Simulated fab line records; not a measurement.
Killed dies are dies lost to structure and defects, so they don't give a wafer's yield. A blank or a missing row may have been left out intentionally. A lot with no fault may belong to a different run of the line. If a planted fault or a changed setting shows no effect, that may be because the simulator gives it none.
A lot that was struck, set against a sound lot || flow n5_finfet || 22 out of 1938 route steps
Sound: wafers L432.1, L432.2, L432.3. Wafers struck: L433.1, L433.2, L433.3. Last of all comes the cause.
At each step with rows: each side's tool, then ch and its chambers, then its first start. Under that, the readings that differ: sound wafers || struck wafers || difference of the means || sigmas: that difference in standard deviations of wafers without a fault.
alike: readings whose means differ by less than 2 such deviations, and words and numbers that are the same on both sides. not compared: withheld readings, readings that some wafer has no value for, bounds like >300 that may hide the same value, and numbers for which the record gives no deviation and whose values overlap.
The two part at a step that has a row with sigmas, a row that says differs or no value, or rows on one side only. When numbers do not overlap yet have no deviation, they are printed without sigmas and do not part them. Lack of a reading on every wafer of one side parts them only where that side has two or more wafers.

first, 1 step without rows for these wafers: N5_PASSIVATION_PECVD_00 (deposits SiO2 from SiH4/N2O, target thk 200 nm, time 11.2 s).
N5_MIM_BOT_DEGAS_01: time 60 s.
  sound: pvd_sputter-01 at day 14 14:50; struck: pvd_sputter-02 at day 15 21:26
  alike: heater_power_w
then, 1 step without rows for these wafers: N5_MIM_BOT_SPUTTER_00 (material TiN, target thk 35 nm, time 89.7 s).
N5_MIM_TOP_ALD_00: deposits Al2O3, purge time 3 s, co reactant pulse time 3 s.
  sound on ald_hk-01 ch 0,1,3, day 14 14:59; struck on ald_hk-01 ch 1,2,3, day 15 21:34
  alike: precursor_pulse_height_rel
N5_MIM_TOP_ALD_01: deposits HfO2, target thk 5.6 nm, pulse time 1 s, purge time 3 s.
  sound on ald_hk-01 ch 0,1,3; struck on ald_hk-01 ch 1,2,3
  alike: precursor_pulse_height_rel
then, 1 step without rows for these wafers: N5_MIM_TOP_ALD_02 (deposits Al2O3, purge time 3 s, co reactant pulse time 3 s).
N5_MIM_TOP_DEGAS_04: time 60 s.
  sound: pvd_sputter-01 at day 14 16:22; struck: pvd_sputter-01 at day 16 00:17
  alike: heater_power_w
N5_MIM_TOP_SPUTTER_03: material TiN, target thk 35 nm, time 89.7 s.
  sound: pvd_sputter-01 at day 14 16:24; struck: pvd_sputter-01 at day 16 00:20
  alike: throttle_valve_pct
then, 4 steps without rows for these wafers: N5_MIM_TOP_LITHO_HMDS_01 (time 60 s); N5_MIM_TOP_LITHO_COAT_02; N5_MIM_TOP_LITHO_EBR_04; N5_MIM_TOP_LITHO_SOFTBAKE_03 (time 90 s).
N5_MIM_TOP_LITHO_EXPOSE_05: exposes mask MIM TOP, target cd 2000 nm.
  sound on krf_scanner-02 ch 0, day 14 16:37; struck on krf_scanner-02 ch 0, day 16 00:40
{"reading": "exposure_dose_mJ_cm2", "sound": "20.567 20.524 20.503", "struck": "19.497 19.467 19.501", "difference": -1.043, "sigmas": -50}
  alike: mask
then, 3 steps without rows for these wafers: N5_MIM_TOP_LITHO_PEB_06; N5_MIM_TOP_LITHO_DEVELOP_07 (develop time 60 s); N5_MIM_TOP_LITHO_HARDBAKE_09 (time 120 s).
N5_MIM_TOP_LITHO_CD_MEAS_08: the cd target is 2000 nm.
  sound on cd_sem-03 ch 0, day 14 16:47; struck on cd_sem-02 ch 0, day 16 00:51
{"reading": "cd_nm (nm)", "sound": "1999.8 2001.7 1999.9", "struck": "2008.3 2009.8 2010.4", "difference": "+9.0", "sigmas": "+6"}
N5_MIM_TOP_LITHO_OVL_MEAS_11:
  sound on overlay-02 ch 0, day 14 16:50; struck on overlay-01 ch 0, day 16 00:53
  alike: MIM_TOP_OVL
N5_MIM_TOP_LITHO_INSPECT_12: inspects for defects (macro).
  sound: defect_inspect-01 at day 14 16:51; struck: defect_inspect-01 at day 16 00:54
  alike: raw_defect_count
N5_MIM_TOP_LITHO_DESCUM_10: chemistry O2, time 7.9 s.
  sound on rie_diel-01 ch 1,2,3, day 14 16:53; struck on rie_diel-02 ch 0,2,3, day 16 01:01
{"reading": "rf_hours_counter_h (h)", "sound": "191 227 223", "struck": "64 41 53", "difference": -161, "sigmas": ""}
{"reading": "model.MIM_TOP_LITHO.cd_nm (nm)", "sound": "2000 2002 2000", "struck": "2008 2010 2010", "difference": "+9", "sigmas": ""}
  alike: drypump_motor_current_A, oes_product_au, rf_vpp_V, showerhead_plenum_p_Torr, throttle_valve_pct
then, 2 steps without rows for these wafers: N5_MIM_TOP_ETCH_ETCH_00 (etches TiN in Cl2/BCl3, target depth 38.5 nm); N5_PASSIVATION_PROBE_49.

== WHERE THEY PART ==
At N5_MIM_TOP_LITHO_EXPOSE_05 first; at N5_MIM_TOP_LITHO_CD_MEAS_08 last (within this record only). Later steps at which nothing parts them and some readings are alike: N5_MIM_TOP_LITHO_OVL_MEAS_11, N5_MIM_TOP_LITHO_INSPECT_12, N5_MIM_TOP_LITHO_DESCUM_10.

WHY: what had been put in by the simulator
Process parameter drift: krf_scanner-02, from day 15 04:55 on, at N5_MIM_TOP_LITHO_EXPOSE_05. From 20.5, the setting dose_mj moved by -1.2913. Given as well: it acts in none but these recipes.
